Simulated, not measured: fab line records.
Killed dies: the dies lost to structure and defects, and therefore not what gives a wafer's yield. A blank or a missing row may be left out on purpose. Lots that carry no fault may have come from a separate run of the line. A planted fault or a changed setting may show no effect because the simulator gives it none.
A lot that was struck, set against a sound lot	flow nandHarc	16 steps out of a route of 1302
Sound: the wafers L126.1, L126.3, L126.5. Struck: wafer L133.6. (L133.3, L133.4 of the same lot were not struck and are left out.) The cause comes at the end.
Each step with rows lists, per side, the tool, then ch with its chambers, then its first start. Under that, the readings that differ: sound wafers	struck wafers	difference of the means	sigmas: that difference in standard deviations of wafers without a fault.
alike: a reading whose means differ by less than 2 such deviations, as well as words and numbers matching on both sides. not compared: withheld readings; readings where some wafer has no value; bounds like >300 that might hide an equal value; numbers whose values overlap and for which the record gives no deviation.
A row with sigmas, a row that says differs or no value, or rows on one side alone: a step with any of these is where the two part. Numbers that don't overlap but have no deviation are shown without sigmas and don't part them. A reading missing from all wafers of one side parts the sides only when that side holds two or more wafers.

first, 1 step without rows for these wafers: NHARC_A_DECK1_JOINT_SRD_15.
NHARC_A_DECK1_JOINT_DEP_16: deposits SiO2, target thk 45 nm.
  sound on pecvd-03 ch 0,1,2, day 13 00:53; struck on pecvd-04 ch 0, day 16 15:10
  alike: heaterPowerW, mfcPrecursorSccm, throttleValvePct
NHARC_A_DECK1_JOINT_THK_MEAS_17: measures by ellipsometry.
  struck on filmMetro-01, day 16 15:23; sound on filmMetro-01, day 13 01:08
  alike: thkNm
NHARC_A_DECK1_JOINT_INSPECT_05:
  struck on defectInspect-02, day 16 15:25; sound on defectInspect-02, day 13 01:11
  alike: rawDefectCount
after that, 1 step with no rows for these wafers: NHARC_A_ONON_D2_DEP_00 (target thk 1000 nm).
NHARC_A_ONON_D2_THK_MEAS_02: measures by ellipsometry.
  struck on filmMetro-01, day 16 16:01; sound on filmMetro-01, day 13 01:46
  alike: thkNm
after that, 1 step with no rows for these wafers: NHARC_A_ONON_D2_DEP_03 (target thk 1000 nm).
NHARC_A_ONON_D2_THK_MEAS_05: measures by ellipsometry.
  struck on filmMetro-01, day 16 16:35; sound on filmMetro-02, day 13 02:19
reading	sound	struck	difference	sigmas
thkNm (nm)	991 989 989	1016	+26	+3
after that, 1 step with no rows for these wafers: NHARC_A_ONON_D2_DEP_06 (target thk 1000 nm).
NHARC_A_ONON_D2_THK_MEAS_08: measures by ellipsometry.
  struck on filmMetro-01, day 16 17:09; sound on filmMetro-02, day 13 02:53
reading	sound	struck	difference	sigmas
thkNm (nm)	1006 1009 1008	980	-28	-2
after that, 1 step with no rows for these wafers: NHARC_A_ONON_D2_DEP_09 (target thk 1000 nm).
NHARC_A_ONON_D2_THK_MEAS_11: measures by ellipsometry.
  struck on filmMetro-01, day 16 17:43; sound on filmMetro-02, day 13 03:27
  alike: thkNm
NHARC_A_ONON_D2_DEP_12: target thk 1000 nm.
  sound on pecvdOnon-04 ch 0, day 13 03:31; struck on pecvdOnon-01 ch 0, day 16 17:53
  alike: n2FlowSccm
NHARC_A_ONON_D2_THK_MEAS_14: measures by ellipsometry.
  struck on filmMetro-01, day 16 18:17; sound on filmMetro-01, day 13 04:01
reading	sound	struck	difference	sigmas
thkNm (nm)	1004 1001 1003	1530	+527	+61
then, 1 step without rows for these wafers: NHARC_A_ONON_D2_ANNEAL_15 (time 3600 s).
-- break in the record here, with 12 days between the starts of the struck wafers on either side (left off in module A_ONON_D2, picked up again in module END, where the first step shown is number 1302 on the route) --
NHARC_END_SORT_01:
  sound on prober-01 ch 0, day 25 12:19; struck on prober-01 ch 0, day 28 19:38
reading	sound	struck	difference	sigmas
killedAtArray	67 87 58	677	+606	+36
killedDies	73 87 60	677	+604	+36
  alike: killedAtOther, killedAtPeriphery, killedOpen, killedShort

== WHERE THEY PART ==
Earliest at NHARC_A_ONON_D2_THK_MEAS_05; latest, in this record, at NHARC_END_SORT_01.

WHY: the cause the simulator had injected
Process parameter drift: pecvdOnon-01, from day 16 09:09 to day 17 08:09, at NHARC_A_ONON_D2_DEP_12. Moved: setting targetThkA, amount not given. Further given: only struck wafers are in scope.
